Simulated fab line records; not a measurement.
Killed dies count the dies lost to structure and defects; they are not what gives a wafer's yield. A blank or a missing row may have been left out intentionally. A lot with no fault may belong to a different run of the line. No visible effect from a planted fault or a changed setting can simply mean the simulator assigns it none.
A struck lot beside a sound one | flow nandHarc | 15 steps out of a route of 1159
Sound: the wafers L757.1, L757.3, L757.4. Struck: wafers L759.1, L759.3 (left out: L759.4, a lot-mate that was not struck); the cause follows at the end.
Per side, at each step with rows, come the tool, then ch with its chambers, and then its first start. Under that, the readings that differ: sound wafers | struck wafers | difference of the means | sigmas: that difference in standard deviations of wafers without a fault.
alike: words and numbers the same on both sides, and readings whose means are apart by under 2 such deviations; not compared: readings that were withheld, readings missing a value for some wafer, numbers with overlapping values and no deviation given by the record, and bounds like >300 which may hide the same value.
Wherever a step has rows on one side only, a row that says differs or no value, or a row with sigmas, the two part there. When numbers do not overlap yet have no deviation, they are printed without sigmas and do not part them. A reading missing from all wafers of one side parts the sides only when that side holds two or more wafers.

NHARC_A_CHANNEL_HOLE_D1_STRIP_27: strips in O2.
  sound: rieDiel-09 ch 1,2,3; struck: rieDiel-09 ch 0,2
  alike: drypumpMotorCurrentA, oesProductAu, rfVppV, showerheadPlenumPTorr, throttleValvePct
  not compared: rfHoursCounterH
then, 2 steps without rows for these wafers: NHARC_A_CHANNEL_HOLE_D1_PRECLEAN_28 (cleans in SC1); NHARC_A_CHANNEL_HOLE_D1_SRD_29.
NHARC_A_CHANNEL_HOLE_D1_CD_MEAS_30:
  sound on cdSem-03, day 9 21:28; struck on cdSem-02, day 10 12:26
  alike: cdNm
NHARC_A_CHANNEL_HOLE_D1_XSEM_31:
  sound on xsem-01 ch 0, day 9 21:33; struck on xsem-01 ch 0, day 10 12:32
  alike: botCdNm, bowNm, tiltDeg
NHARC_A_CHANNEL_HOLE_D1_INSPECT_40:
  sound on defectInspect-01, day 9 21:39; struck on defectInspect-01, day 10 12:38
  alike: rawDefectCount
then, 3 steps without rows for these wafers: NHARC_A_CHANNEL_FILL_D1_PRECLEAN_00 (cleans in SC1); NHARC_A_CHANNEL_FILL_D1_SRD_01; NHARC_A_CHANNEL_FILL_D1_ALD_02 (deposits SiO2, target thk 6 nm, pulse time 10 s, ald cycles 60).
NHARC_A_CHANNEL_FILL_D1_ALD_03: deposits SiNx, target thk 6 nm, pulse time 60 s, ald cycles 58.
  sound: aldSinBatch-01 ch 0; struck: aldSinBatch-03 ch 0
  alike: precursorPulseHeightRel
  not compared: aldCycles
NHARC_A_CHANNEL_FILL_D1_ALD_14: deposits SiO2, target thk 2.5 nm, pulse time 10 s, ald cycles 25.
  sound on aldHk-03 ch 1,2,3, day 10 04:32; struck on aldHk-03 ch 0,3, day 10 20:57
  alike: heaterPowerW, precursorPulseHeightRel
  not compared: aldCycles
NHARC_A_CHANNEL_FILL_D1_ALD_15: deposits SiNx, target thk 2 nm, pulse time 60 s, ald cycles 19.
  sound: aldSinBatch-02 ch 0; struck: aldSinBatch-01 ch 0
  alike: precursorPulseHeightRel
  not compared: aldCycles
NHARC_A_CHANNEL_FILL_D1_ALD_16: deposits SiO2, target thk 1.5 nm, pulse time 10 s, ald cycles 15.
  sound on aldHk-02 ch 0,2,3, day 10 10:06; struck on aldHk-03 ch 1,2, day 11 02:12
reading          | sound       | struck  | difference | sigmas
aldCycles        | 15 15 15    | 16 16   | +1         | 
heaterPowerW (W) | 671 551 576 | 398 449 | -176       | -2
  alike: precursorPulseHeightRel
then, 1 step without rows for these wafers: NHARC_A_CHANNEL_FILL_D1_ANNEAL_17 (time 1800 s).
-- break in the record here, with 10 days between the starts of the struck wafers on either side (left off in module A_CHANNEL_FILL_D1, picked up again in module END, where the first step shown is number 1159 on the route) --
NHARC_END_SORT_01:
  sound on prober-01 ch 0, day 20 02:19; struck on prober-02 ch 0, day 21 09:52
  alike: killedAtArray, killedAtOther, killedAtPeriphery, killedDies, killedOpen, killedShort

WHERE THEY PART
Only at NHARC_A_CHANNEL_FILL_D1_ALD_16, as far as this record shows. Later steps at which nothing parts them and some readings are alike: NHARC_END_SORT_01.

WHY: the cause the simulator had injected
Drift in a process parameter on aldHk-03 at NHARC_A_CHANNEL_FILL_D1_ALD_16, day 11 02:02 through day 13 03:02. The setting aldCycles was moved by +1, starting from 15. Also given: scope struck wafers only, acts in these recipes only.
